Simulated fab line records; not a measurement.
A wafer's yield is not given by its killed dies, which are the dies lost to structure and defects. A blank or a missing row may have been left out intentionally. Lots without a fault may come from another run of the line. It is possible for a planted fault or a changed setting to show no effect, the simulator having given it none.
fab line records	flow nandHarc
[record] lots = 7	wafers = 19	lastDay = 33
route steps=1302 shown A_CHANNEL_HOLE_D1@456 END@1302
lots that met no fault: from a run of the same line without faults
startH: the number of hours between the record's first day and the start of the first shown wafer of the lot	waitH: hours elapsed since this lot's preceding step	" the same as in the row above	L1.1+2: one row covering several wafers at once	- either no value or no given start	* or withheld: withheld	< > ~ a bound
route shown NAME@n: a module of which the file shows steps, and the number in the route of the first	usual: mean/standard deviation taken from wafers without a fault	same: alike in all rows	chamber/n: place in a boat	sites: the reading at each site	_std_site: the standard deviation of these	_edge_site: inner sites' mean taken away from outer sites' mean	radiusMm: for every site, how far away it sits from the centre of the wafer	mask NAME#n: copy n	behind: the last tool/chamber to shape the wafer	hold: what put the lot on hold/how long, in hours/how the hold closed	device: which transistor (n, p or np) failed to switch	end of line: the same wafers' tests at the end of the route	step lacking rows: just its recipe	killed: dies that structure and defects cost at the first sort, which is not the same as the wafer's yield	map: a wafer's dies, marking killed ones x, the rest . and places with no die _
set.NAME: setting as actually run; set.NAME@STEP: the setting as run at that earlier step	model.NAME: the simulator's own value behind a step, which no gauge read
a table for each step, a row for each wafer; lots at some steps of the route
services: the hour from which a tool's chamber was out of use, counted from the record's first day as startH (under 0 if before that day), plus the number of hours and why
[[steps]]
[step NHARC_A_CHANNEL_HOLE_D1_COAT_04]
[recipe] spinRpm = 1500	resistThkNm = 90
[step NHARC_A_CHANNEL_HOLE_D1_SOFTBAKE_05]
[recipe] tempC = 105	timeS = 55
[step NHARC_A_CHANNEL_HOLE_D1_EBR_06]
[step NHARC_A_CHANNEL_HOLE_D1_EXPOSE_07]
[recipe] na = 1.35	targetCdNm = 100	sigmaOuter = 0.3	doseMj = 59.65	maskId = HOLE_D1
[step NHARC_A_CHANNEL_HOLE_D1_PEB_08]
[recipe] pebTempC = 100	pebTimeS = 65
[step NHARC_A_CHANNEL_HOLE_D1_DEVELOP_09]
[recipe] developTimeS = 35	devTempC = 23
[step NHARC_A_CHANNEL_HOLE_D1_CD_MEAS_10]
[recipe] targetCdNm = 100	landingEnergyEv = 500
[usual] cdNm = 100.1/0.51
lot.wafer	tool	chamber	startH	waitH	cdNm
L388.3	cdSem-01	0	180.20	-	100.2
L388.4	"	0	"	"	99.7
L388.6	"	0	"	"	100.1
L394.1	cdSem-03	0	241.07	-	100.2
L394.2	"	0	"	"	100.4
L394.4	"	0	"	"	100.0
L401.3	cdSem-01	0	315.33	-	99.9
L401.4	"	0	"	"	99.6
L403.1	cdSem-02	0	328.18	-	100.2
L403.2	"	0	"	"	100.8
L403.5	"	0	"	"	100.5
L404.1	cdSem-03	0	343.05	-	100.6
L404.2	"	0	"	"	100.7
L411.1	cdSem-02	0	413.93	-	100.2
L411.2	"	0	"	"	99.6
L411.5	"	0	"	"	99.8
L410.1	cdSem-02	0	414.11	-	99.9
L410.2	"	0	"	"	100.4
L410.4	"	0	"	"	100.9
[step NHARC_A_CHANNEL_HOLE_D1_OVL_MEAS_11]
[usual] overlayXNm = 0.3/0.82	overlayYNm = 0.0/0.83
lot.wafer	tool	chamber	startH	waitH	overlayXNm	overlayYNm
L388.3	overlay-01	-	180.29	-	-0.4	0.0
L388.4	"	-	"	"	0.5	-0.2
L388.6	"	-	"	"	0.0	0.0
L394.1	overlay-02	-	241.16	-	-0.5	0.8
L394.2	"	-	"	"	-0.4	0.6
L394.4	"	-	"	"	-0.5	0.5
L401.3	overlay-02	-	315.42	-	0.1	0.1
L401.4	"	-	"	"	-0.1	1.0
L403.1	overlay-01	-	328.27	-	1.0	-0.7
L403.2	"	-	"	"	0.5	-1.6
L403.5	"	-	"	"	0.9	-1.1
L404.1	overlay-02	-	343.14	-	-0.2	-1.1
L404.2	"	-	"	"	-0.8	-0.6
L411.1	overlay-02	-	414.02	-	-1.1	1.3
L411.2	"	-	"	"	-0.8	0.2
L411.5	"	-	"	"	-0.3	0.2
L410.1	overlay-01	-	414.19	-	0.9	-0.5
L410.2	"	-	"	"	1.5	-0.4
L410.4	"	-	"	"	1.5	-0.4
[step NHARC_A_CHANNEL_HOLE_D1_INSPECT_12]
[usual] rawDefectCount = 6/3.3
lot.wafer	tool	chamber	startH	waitH	rawDefectCount
L388.3	defectInspect-01	-	180.32	0.0	3
L388.4	"	-	"	"	3
L388.6	"	-	"	"	4
L394.1	defectInspect-02	-	241.20	0.0	4
L394.2	"	-	"	"	10
L394.4	"	-	"	"	8
L401.3	defectInspect-01	-	315.45	0.0	8
L401.4	"	-	"	"	6
L403.1	defectInspect-01	-	328.31	0.0	8
L403.2	"	-	"	"	2
L403.5	"	-	"	"	3
L404.1	defectInspect-02	-	343.17	0.0	6
L404.2	"	-	"	"	2
L411.1	defectInspect-01	-	414.05	0.0	3
L411.2	"	-	"	"	4
L411.5	"	-	"	"	9
L410.1	defectInspect-02	-	414.23	0.0	4
L410.2	"	-	"	"	3
L410.4	"	-	"	"	3
[step NHARC_A_CHANNEL_HOLE_D1_DESCUM_15]
[recipe] timeS = 3	o2FlowSccm = 200	arFlowSccm = 0	biasPowerW = 0	chemistry = O2
[usual] drypumpMotorCurrentA = 5.7/0.34	mfcArSccm = 0.005/0.0089	oesProductAu = 1.003/0.0085	rfVppV = 58.1/0.96	showerheadPlenumPTorr = 1.98/0.053	throttleValvePct = 11.310/0.0089
lot.wafer	tool	chamber	startH	waitH	drypumpMotorCurrentA	mfcArSccm	oesProductAu	rfHoursCounterH	rfVppV	showerheadPlenumPTorr	throttleValvePct
L388.4	rieDiel-11	2	180.39	0.1	5.2	0	1.003	8	59.1	2.01	11.306
L388.3	"	3	"	"	6.0	0	1.010	8	58.3	2.02	11.320
L388.6	"	1	"	"	6.0	0.022	1.016	-	59.5	2.02	11.322
L394.4	rieDiel-11	1	241.26	0.1	6.0	0.022	1.004	14	57.7	2.01	11.315
L394.2	"	2	"	"	5.2	0	1.007	13	58.0	2.01	11.317
L394.1	"	3	"	"	6.0	0	1.012	13	58.3	2.02	11.334
L401.4	rieDiel-11	2	315.52	0.1	5.2	0	1.006	5	58.7	2.00	11.303
L401.3	"	0	"	"	5.5	0	0.994	5	59.3	1.92	11.297
L403.2	rieDiel-11	2	328.38	0.1	5.2	0	1.006	6	59.4	2.00	11.308
L403.1	"	3	"	"	6.0	0	1.005	6	57.1	2.01	11.306
L403.5	"	1	"	"	6.0	0.022	0.992	-	57.6	2.01	11.315
L404.1	rieDiel-11	3	343.24	0.1	5.9	0	0.998	7	58.6	2.01	11.312
L404.2	"	0	"	"	5.5	0	0.996	7	55.7	1.92	11.313
L411.2	rieDiel-11	0	414.12	0.1	5.5	0	0.991	13	59.1	1.92	11.309
L411.1	"	2	"	"	5.2	0	1.000	13	56.4	2.00	11.315
L411.5	"	0	"	"	5.5	0	0.996	-	57.3	1.92	11.313
L410.1	rieDiel-08	1	414.29	0.1	5.9	0	1.012	11	58.5	2.05	11.311
L410.2	"	3	"	"	5.8	0	1.005	14	59.1	2.06	11.308
L410.4	"	1	"	"	5.9	0	1.019	-	60.0	2.05	11.295
[step NHARC_A_CHANNEL_HOLE_D1_ETCH_38]
[recipe] targetDepthA = 390	overEtchFrac = 0.3	timeS = 65	ionEnergyEv = 80	cf4FlowSccm = 150	arFlowSccm = 0	rfW = 300	biasW = 100	chemistry = CF4
[usual] drypumpMotorCurrentA = 5.7/0.34	mfcArSccm = 0.005/0.0089	oesProductAu = 1.004/0.007	rfVppV = 152.0/0.98	showerheadPlenumPTorr = 1.83/0.047	throttleValvePct = 13.284/0.0084
lot.wafer	tool	chamber	startH	waitH	drypumpMotorCurrentA	mfcArSccm	oesProductAu	rfHoursCounterH	rfVppV	showerheadPlenumPTorr	throttleValvePct
L388.3	rieDiel-11	1	180.47	0.1	6.0	0.022	1.013	8	153.3	1.86	13.267
L388.4	"	0	"	"	5.5	0	1.012	8	150.1	1.78	13.272
L388.6	"	1	"	"	6.0	0.022	0.999	-	150.7	1.86	13.299
L394.4	rieDiel-11	0	241.34	0.1	5.5	0	1.013	14	152.4	1.78	13.290
L394.1	"	2	"	"	5.2	0	1.011	13	151.6	1.85	13.280
L394.2	"	3	"	"	6.0	0	1.019	13	152.3	1.86	13.278
L401.3	rieDiel-11	2	315.60	0.1	5.2	0	1.009	5	153.2	1.84	13.272
L401.4	"	1	"	"	6.0	0.022	0.998	5	152.5	1.85	13.287
L403.1	rieDiel-11	2	328.45	0.1	5.2	0	1.012	6	151.4	1.85	13.273
L403.2	"	0	"	"	5.5	0	0.996	6	152.3	1.78	13.273
L403.5	"	3	"	"	6.0	0	0.995	-	151.3	1.85	13.296
L404.2	rieDiel-11	3	343.32	0.1	6.0	0	1.005	7	151.7	1.85	13.290
L404.1	"	0	"	"	5.5	0	0.995	7	150.8	1.78	13.282
L411.1	rieDiel-11	1	414.22	0.1	6.0	0.022	0.995	13	151.6	1.85	13.288
L411.2	"	0	"	"	5.5	0	0.989	13	150.9	1.78	13.289
L411.5	"	1	"	"	6.0	0.022	1.003	-	152.4	1.85	13.276
L410.2	rieDiel-08	1	414.39	0.1	5.9	0	1.007	11	151.9	1.89	13.282
L410.1	"	3	"	"	5.8	0	0.996	14	152.7	1.89	13.271
L410.4	"	0	"	"	6.2	0	1.008	-	151.4	1.79	13.278
[step NHARC_A_CHANNEL_HOLE_D1_ETCH_39]
[recipe] targetDepthA = 2600	overEtchFrac = 0.3	timeS = 325	ionEnergyEv = 200	n2FlowSccm = 150	h2FlowSccm = 150	arFlowSccm = 0	rfW = 400	biasW = 150	chemistry = N2/H2
[usual] drypumpMotorCurrentA = 5.7/0.33	mfcArSccm = 0.005/0.0094	n2FlowSccm = 150.0/0.48	oesProductAu = 1.001/0.0079	rfVppV = 432.5/1.7	showerheadPlenumPTorr = 2.11/0.06	throttleValvePct = 14.172/0.01
lot.wafer	tool	chamber	startH	waitH	drypumpMotorCurrentA	mfcArSccm	n2FlowSccm	oesProductAu	rfHoursCounterH	rfVppV	showerheadPlenumPTorr	throttleValvePct
L388.3	rieDiel-11	3	-	-	5.9	0	149.3	1.010	8	432.9	2.15	14.174
L388.4	"	0	"	"	5.5	0	149.7	1.010	8	431.4	2.06	14.161
L388.6	"	0	"	"	5.5	0	149.9	1.005	-	430.8	2.06	14.164
L394.1	rieDiel-11	2	-	-	5.2	0	149.5	1.009	13	435.6	2.14	14.173
L394.2	"	0	"	"	5.5	0	150.3	0.999	14	429.8	2.05	14.180
L394.4	"	1	"	"	6.0	0.022	149.6	1.010	14	432.3	2.15	14.163
L401.4	rieDiel-11	1	-	-	6.0	0.022	149.4	0.985	5	432.9	2.15	14.162
L401.3	"	0	"	"	5.5	0	149.5	0.995	5	430.5	2.05	14.174
L403.1	rieDiel-11	0	-	-	5.5	0	149.7	0.995	6	430.3	2.05	14.185
L403.2	"	2	"	"	5.2	0	150.1	1.000	6	433.2	2.14	14.156
L403.5	"	1	"	"	6.0	0.022	150.7	0.998	-	433.9	2.15	14.175
L404.1	rieDiel-11	2	-	-	5.2	0	150.3	1.001	8	431.4	2.14	14.161
L404.2	"	0	"	"	5.5	0	149.0	1.001	8	429.6	2.05	14.178
L411.1	rieDiel-11	2	-	-	5.2	0	150.7	0.996	13	432.8	2.13	14.186
L411.2	"	0	"	"	5.5	0	150.3	1.003	13	431.5	2.05	14.180
L411.5	"	1	"	"	6.0	0.022	149.1	1.000	-	432.1	2.14	14.168
L410.2	rieDiel-08	0	-	-	6.2	0	149.7	1.005	12	433.1	2.07	14.163
L410.1	"	3	"	"	5.8	0	150.3	0.998	14	434.5	2.20	14.177
L410.4	"	0	"	"	6.2	0	148.8	1.017	-	431.0	2.07	14.173
[step NHARC_A_CHANNEL_HOLE_D1_ETCH_34]
[recipe] targetDepthA = 1540	timeS = 77	cf4FlowSccm = 100	chf3FlowSccm = 30	arFlowSccm = 0	rfW = 500	biasW = 200	chemistry = CF4/CHF3
[usual] drypumpMotorCurrentA = 5.7/0.34	mfcArSccm = 0.005/0.0091	oesProductAu = 0.946/0.022	rfVppV = 372.3/1.7	showerheadPlenumPTorr = 1.63/0.041	throttleValvePct = 16.802/0.0097
lot.wafer	tool	chamber	startH	waitH	drypumpMotorCurrentA	mfcArSccm	oesProductAu	rfHoursCounterH	rfVppV	showerheadPlenumPTorr	throttleValvePct
L388.3	rieDiel-11	2	180.81	-	5.2	0	0.966	8	372.0	1.65	16.805
L388.4	"	3	"	"	6.0	0	0.984	8	374.9	1.65	16.812
L388.6	"	2	"	"	5.2	0	0.965	-	371.2	1.65	16.817
L394.4	rieDiel-11	3	241.69	-	6.0	0	0.942	14	371.9	1.65	16.801
L394.2	"	0	"	"	5.5	0	0.945	14	370.9	1.58	16.799
L394.1	"	2	"	"	5.2	0	0.936	13	373.5	1.64	16.820
L401.3	rieDiel-11	0	315.94	-	5.5	0	0.940	5	370.4	1.58	16.805
L401.4	"	1	"	"	6.0	0.022	0.854	5	373.2	1.65	16.812
L403.1	rieDiel-11	3	328.80	-	6.0	0	0.929	6	374.2	1.65	16.800
L403.2	"	0	"	"	5.5	0	0.845	6	370.9	1.58	16.804
L403.5	"	3	"	"	6.0	0	0.927	-	371.9	1.65	16.801
L404.1	rieDiel-11	2	343.67	-	5.2	0	0.934	8	372.4	1.64	16.795
L404.2	"	3	"	"	6.0	0	0.851	8	373.6	1.65	16.803
L411.2	rieDiel-11	2	414.62	-	5.2	0	0.956	13	373.6	1.64	16.810
L411.1	"	0	"	"	5.5	0	0.953	13	371.5	1.58	16.803
L411.5	"	2	"	"	5.2	0	0.962	-	372.3	1.64	16.796
L410.1	rieDiel-08	3	414.80	-	5.8	0	0.949	14	373.7	1.69	16.813
L410.2	"	1	"	"	5.9	0	0.972	11	374.2	1.68	16.818
L410.4	"	3	"	"	5.8	0	0.961	-	374.4	1.69	16.799
[step NHARC_A_CHANNEL_HOLE_D1_ETCH_16]
[recipe] targetDepthA = 31000	overEtchFrac = 0.3	timeS = 806	ionEnergyEv = 150	o2FlowSccm = 400	cosFlowSccm = 20	arFlowSccm = 0	rfW = 500	biasW = 300	chemistry = O2/COS
[usual] drypumpMotorCurrentA = 5.7/0.33	mfcArSccm = 0.005/0.0093	oesProductAu = 1.003/0.0084	rfVppV = 315.7/1.4	showerheadPlenumPTorr = 3.23/0.085	throttleValvePct = 28.331/0.0086
lot.wafer	tool	chamber	startH	waitH	drypumpMotorCurrentA	mfcArSccm	oesProductAu	rfHoursCounterH	rfVppV	showerheadPlenumPTorr	throttleValvePct
L388.3	rieDiel-11	0	-	-	5.5	0	1.002	8	314.1	3.14	28.343
L388.4	"	2	"	"	5.2	0	0.999	8	315.6	3.27	28.327
L388.6	"	0	"	"	5.5	0	1.015	-	314.2	3.14	28.330
L394.1	rieDiel-11	1	-	-	6.0	0.022	1.009	14	316.6	3.28	28.333
L394.4	"	2	"	"	5.2	0	1.005	13	316.3	3.26	28.339
L394.2	"	3	"	"	6.0	0	1.017	14	315.3	3.28	28.330
L401.3	rieDiel-11	0	-	-	5.5	0	0.995	5	314.9	3.14	28.327
L401.4	"	1	"	"	6.0	0.022	0.992	5	316.1	3.27	28.319
L403.2	rieDiel-11	1	-	-	6.0	0.022	1.007	6	315.7	3.27	28.321
L403.1	"	0	"	"	5.5	0	1.000	6	315.1	3.14	28.312
L403.5	"	2	"	"	5.2	0	1.024	-	316.0	3.26	28.316
L404.2	rieDiel-11	3	-	-	6.0	0	0.995	8	315.8	3.28	28.332
L404.1	"	0	"	"	5.5	0	0.992	8	313.6	3.14	28.339
L411.1	rieDiel-11	0	-	-	5.5	0	1.004	13	314.0	3.13	28.319
L411.2	"	1	"	"	6.0	0.022	0.993	13	315.7	3.27	28.346
L411.5	"	0	"	"	5.5	0	0.995	-	315.0	3.13	28.332
L410.1	rieDiel-08	0	-	-	6.2	0	1.018	13	316.4	3.16	28.339
L410.2	"	1	"	"	5.9	0	1.012	11	317.4	3.34	28.339
L410.4	"	0	"	"	6.3	0	1.009	-	315.6	3.16	28.336
[step NHARC_END_SORT_01]
[recipe] tempC = 25
[usual] killedAtArray = 57/19	killedAtOther = 0.9/1.1	killedAtPeriphery = 4.0/2.6	killedDies = 62/19	killedOpen = 3.3/1.8	killedShort = 2.4/1.7
[same] grossDies = 677
lot.wafer	tool	chamber	startH	waitH	killedAtArray	killedAtOther	killedAtPeriphery	killedDies	killedOpen	killedShort
L403.2	prober-02	0	711.71	2.8	648	0	2	650	1	2
L404.2	prober-01	0	723.01	2.8	629	1	4	634	2	1
// killed by level:class
L403.2 A_CHANNEL_HOLE_D1:areaEtch=571 A_CHANNEL_HOLE_D2:chamberFilmFlake=24 A_CHANNEL_HOLE_D1:chamberFilmFlake=23 A_SLIT:chamberFilmFlake=18 A_M1:chamberFilmFlake=4 A_CONTACT:chamberFilmFlake=3 A_STAIRCASE:chamberFilmFlake=2 P_CONTACT:geometricParticle:open=1
L404.2 A_CHANNEL_HOLE_D1:areaEtch=588 A_CHANNEL_HOLE_D1:chamberFilmFlake=31 A_SLIT:chamberFilmFlake=4 P_M2:chamberFilmFlake=3 A_DECK1_JOINT:chamberFilmFlake=3 P_CONTACT:geometricParticle:open=1 A_BLC:geometricParticle:short=1 A_M0:geometricParticle:open=1
// map L403.2 (x killed, . not)
____________x____________
_________xxxxxxx_________
_______xxxxxxxxxxx_______
______xxxxxxxxxxxxx______
_____xxxxxxxxxxxxxxx_____
____xxxxxxxxxxxxxxxxx____
____xxxxxxxxxxxxxxxxx____
___xxxxxxxxxxxxxxxxxxx___
___xxxxxxxxxxxxxxxxxxx___
__xxxxxxxxxxxxxxxxxxxxx__
__.xxxxxxxxxxxxxxxxxxxx__
_..xxxxxxxxxxxxxxxxxxxxx_
_xxxxxxxxxxxxxxxxxxxxxxx_
_xxxxxxxxxxxxxxxxxxxxxxx_
_.xxxxxxxxxxxxxxxxxxxxxx_
_xxxxxxxxxxxxxxxxxxxxxx._
xxxxxxxxxxxxxxxxxxxxxxxxx
.xxxxxxxxxxxxxxxxxxxxxxxx
x.xxxxxxxxxxxxxxxxxxxxxxx
xxxxxxxxxxxxxxxxxxxxxxxxx
xxxxxxxxxxxxxxxxxxxxxxxxx
_.xxxxxxxxxxxxxxxxxxxxxx_
_xxxxxxxxxxxxxxxxxxxxxxx_
_xxxxxxxxxxxxxxxxxxxxxxx_
_xxxxxxxxxxxxxxxxxxxxxxx_
_.xxxxxxx.xxxxxxxxxxxxx._
__xxxxxxxxxxxxxxxxxxxxx__
__xxxxx.xxxxxxxxxxxxxxx__
___.xxxxxxxxxxxxxxxxxx___
___x.xxxxxxxxxxxxxxxxx___
____xxxxxxxxxxxxxxxxx____
____xxxxx.xxxxxxxxxxx____
_____x..xx.xxxxxxx.._____
______x.xxxxx.xxxxx______
_______.x..xxxxxxx_______
_________x.x.xxx_________
____________x____________
// map L404.2 (x killed, . not)
____________x____________
_________xxxxxxx_________
_______xxxxxxxxxxx_______
______xxxxxxxxxxxxx______
_____xxxxxxxxxxxxxxx_____
____xxxxxxxxxxxxxxxxx____
____xxxxxxxxxxxxxxxxx____
___xxxxxxxxxxxxx.xxxxx___
___xxxxxxxxxxxxxxxxxxx___
__xxxxxxx.xxxxxxxx.xxxx__
__xxxxxxxxxxxxxxxxxxxxx__
_xxxxxxxxxxxxxxxxxxxxxxx_
_xxxxxxxxxxxx.xxx..xx.x._
_xxxxxxx.xxx.xx..xx.xxxx_
_xxxxxxxxxxxxxxx..x.xxxx_
_xxxxxxxxxxxx...xxxxxxxx_
xxxxxxxxxxxx.xxx.xxxxxxxx
xxxxxxxxxxxx.x.xxx.xxxxxx
xxxxxxxxxxxxxxxxxxxxxxxxx
xxxxxxxxxxxxx...xxx.xxxxx
xxxxxxxxxx.x.xxxxxxxxxxxx
_xxxxxxxxxxxxxxxxxx.xxxx_
_xxxxxxx.xxxxxxx..xxxxx._
_xxxxxxxxx.xxxxxxx.xxxxx_
_xxxxxxxxxxxxx.xxxx.xxx._
_xxxxxxxxxx.xxxxxxxxxxxx_
__xxxxxxxxxxxxxxxxxxxxx__
__xxxxxxxxxxxxxxxxxxxxx__
___xxxxxxxxxxxxxxxxxxx___
___xxxxxxxxxxxxxxx..xx___
____xxxxxxxxxxxxxxxxx____
____xxxxxxxxxxxxxxxxx____
_____xxxxxxxxxxxxxxx_____
______xxxxxxxxxxxxx______
_______xxxxxxxxxxx_______
_________xxxxxxx_________
____________x____________
[[services]]
tool	chamber	startH	hours	kind
rieDiel-11	0	161.00	-	clean
rieDiel-11	1	161.00	-	clean
rieDiel-11	2	161.00	-	clean
rieDiel-11	3	161.00	-	clean
rieDiel-11	0	163.10	4.2	repair
rieDiel-11	2	170.81	4.5	repair
rieDiel-11	0	185.50	-	clean
rieDiel-11	1	185.50	-	clean
rieDiel-11	2	185.50	-	clean
rieDiel-11	3	185.50	-	clean
rieDiel-08	-	190.95	9.0	pm
rieDiel-11	0	210.00	-	clean
rieDiel-11	1	210.00	-	clean
rieDiel-11	2	210.00	-	clean
rieDiel-11	3	210.00	-	clean
rieDiel-08	3	215.73	8.8	repair
rieDiel-11	0	234.58	-	clean
rieDiel-11	1	234.58	-	clean
rieDiel-11	-	255.50	9.0	pm
rieDiel-08	3	307.84	15.6	repair
rieDiel-08	-	368.00	9.0	pm
rieDiel-08	2	400.04	4.7	repair
rieDiel-08	-	404.81	0.3	repair
rieDiel-11	3	410.55	16.0	repair
[[key]]
[firstSign] step = NHARC_A_CHANNEL_HOLE_D1_ETCH_34	reading = oesProductAu	direction = down	sigmas = 4.3	usual = 0.946	struck = 0.850
[effect] step = NHARC_END_SORT_01	reading = killedDies	direction = up	sigmas = 31	usual = 62	struck = 642
[moreKillsBornAt] NHARC_A_CHANNEL_HOLE_D1_ETCH_34@rieDiel-11 = 1159
metAt NHARC_A_CHANNEL_HOLE_D1_ETCH_34
struckWafers L401.4,L403.2,L404.2
laterRowsLeftOut L401.4,L403.2,L404.2
sortLeftOut L401.4
testerLeftOut L401,L403,L404
onsetBetween 241.69 315.94
[fault] kind = processParameterDrift	tool = rieDiel-11	chamber = -	onsetH = 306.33	steps = NHARC_A_CHANNEL_HOLE_D1_ETCH_34	channel = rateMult	offset = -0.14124	shape = step	endH = 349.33	scope = struckWafersOnly
// testerLeftOut: of these lots the tester's yield and bins aren't shown, on N5 and GAA mostly nor the transistor test; their killed dies are dies lost to structure and defects alone, not to doping, threshold or leakage, so they don't give the yield
// sortLeftOut: the simulated sort isn't trusted on such a fault, so these wafers' sort isn't shown, and their yield isn't known
// laterRowsLeftOut: the simulator's readings of these wafers behind a module that went badly wrong aren't trusted and aren't shown, but for the sort
